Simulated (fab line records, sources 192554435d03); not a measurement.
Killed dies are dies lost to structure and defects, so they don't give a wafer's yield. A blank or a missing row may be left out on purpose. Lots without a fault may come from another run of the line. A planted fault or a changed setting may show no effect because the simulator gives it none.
One fault seen from 3 desks | flow n5_finfet | each desk has only its own numbers; what lay behind them comes last

THE METROLOGY DESK
What the gauges read, lot by lot, whatever tool the lot ran on: means of the sampled wafers that have a number. A lot is out of limits, marked OUT, if its mean lies more than 4 standard deviations from the usual mean; the brackets give that distance.
Columns: A = cd_nm at N5_BEOL_M15_CD_MEAS_10, usual 359.8 nm; B = V14_OVL at N5_BEOL_M15_OVL_MEAS_11, usual -3 nm; C = cd_nm at N5_BEOL_M15_CD_MEAS_17, usual 360.9 nm
lot  | first seen here | A                | B  | C
L368 | day 11 05:38    | 358.7            | 3  | 359.1
L372 | day 11 20:29    | 358.9            | -2 | 359.5
L374 | day 12 07:13    | 360.2            | 4  | 359.0
L376 | day 12 13:48    | 360.5            | -1 | 360.0
L380 | day 13 20:50    | 360.4            | -2 | 362.3
L381 | day 14 03:54    | 360.6            | -5 | 362.0
L383 | day 15 00:14    | 358.8            | -8 | 360.5
L388 | day 16 09:44    | 379.4 (+16) OUT  | -4 | 380.1 (+13) OUT
L389 | day 17 03:17    | 359.4            | -4 | 361.0
L390 | day 17 19:36    | 370.4 (+8.9) OUT | 3  | 371.6 (+7.1) OUT
This desk's finding: out of limits on L388, L390; first on L388, day 16 09:44 (cd_nm at N5_BEOL_M15_CD_MEAS_10). In limits: L368, L372, L374, L376, L380, L381, L383, L389.

THE TOOL OWNER'S DESK: krf_scanner-02
The tool's own readings at N5_BEOL_M15_EXPOSE_07 (exposes mask V14): means of the sampled wafers that have a number, for each lot that ran on this tool. A lot is out of limits, marked OUT, if its mean lies more than 4 standard deviations from the usual mean; the brackets give that distance.
Columns: A = exposure_dose_mJ_cm2 at N5_BEOL_M15_EXPOSE_07, usual 41.22; B = stage_vel_mm_s at N5_BEOL_M15_EXPOSE_07, usual 500.05 mm/s
lot  | first seen here | A                       | B
L368 | day 11 05:29    | 41.18                   | 499.91
L374 | day 12 07:03    | 41.26                   | 499.76
L376 | day 12 13:38    | 41.28                   | 500.13
L380 | day 13 20:40    | 41.21                   | 500.02
L388 | day 16 09:34    | 46.41 (+99 or more) OUT | 499.88
L390 | day 17 19:26    | 43.88 (+65) OUT         | 499.88
This desk's finding: out of limits on L388, L390; first on L388, day 16 09:34 (exposure_dose_mJ_cm2 at N5_BEOL_M15_EXPOSE_07). In limits: L368, L374, L376, L380.

THE DEFECT DESK
What the inspections along the route counted, lot by lot: means of the sampled wafers that have a number. A lot is out of limits, marked OUT, if its mean lies more than 4 standard deviations from the usual mean; the brackets give that distance.
Columns: A = raw_defect_count at N5_BEOL_M15_INSPECT_12, usual 1.9
lot  | first seen here | A
L368 | day 11 05:42    | 2.0
L372 | day 11 20:32    | 2.3
L374 | day 12 07:16    | 0.3
L376 | day 12 13:51    | 1.7
L380 | day 13 20:53    | 1.0
L381 | day 14 03:58    | 1.7
L383 | day 15 00:17    | 2.3
L388 | day 16 09:47    | 1.3
L389 | day 17 03:20    | 1.3
L390 | day 17 19:40    | 2.0
This desk's finding: nothing out of limits on any of the 10 lots.

PUT TOGETHER
The tool owner's desk could have raised an alarm at day 16 09:34, on L388, L390.
The metrology desk could have raised an alarm at day 16 09:44, on L388, L390.
The defect desk saw nothing out of limits.
The defect desk has L388, L390 on record, within its limits.
Of the lots named, all ran N5_BEOL_M15_EXPOSE_07 on krf_scanner-02.

WHAT THE SIMULATOR HAD PUT IN
Process parameter drift: krf_scanner-02, from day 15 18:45 on, at N5_BEOL_M15_EXPOSE_07. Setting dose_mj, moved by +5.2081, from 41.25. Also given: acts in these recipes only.
Lots struck among those shown: L388, L390.
Hours from the fault's start to each desk's first reading out of limits: the tool owner's desk, 15; the metrology desk, 15.
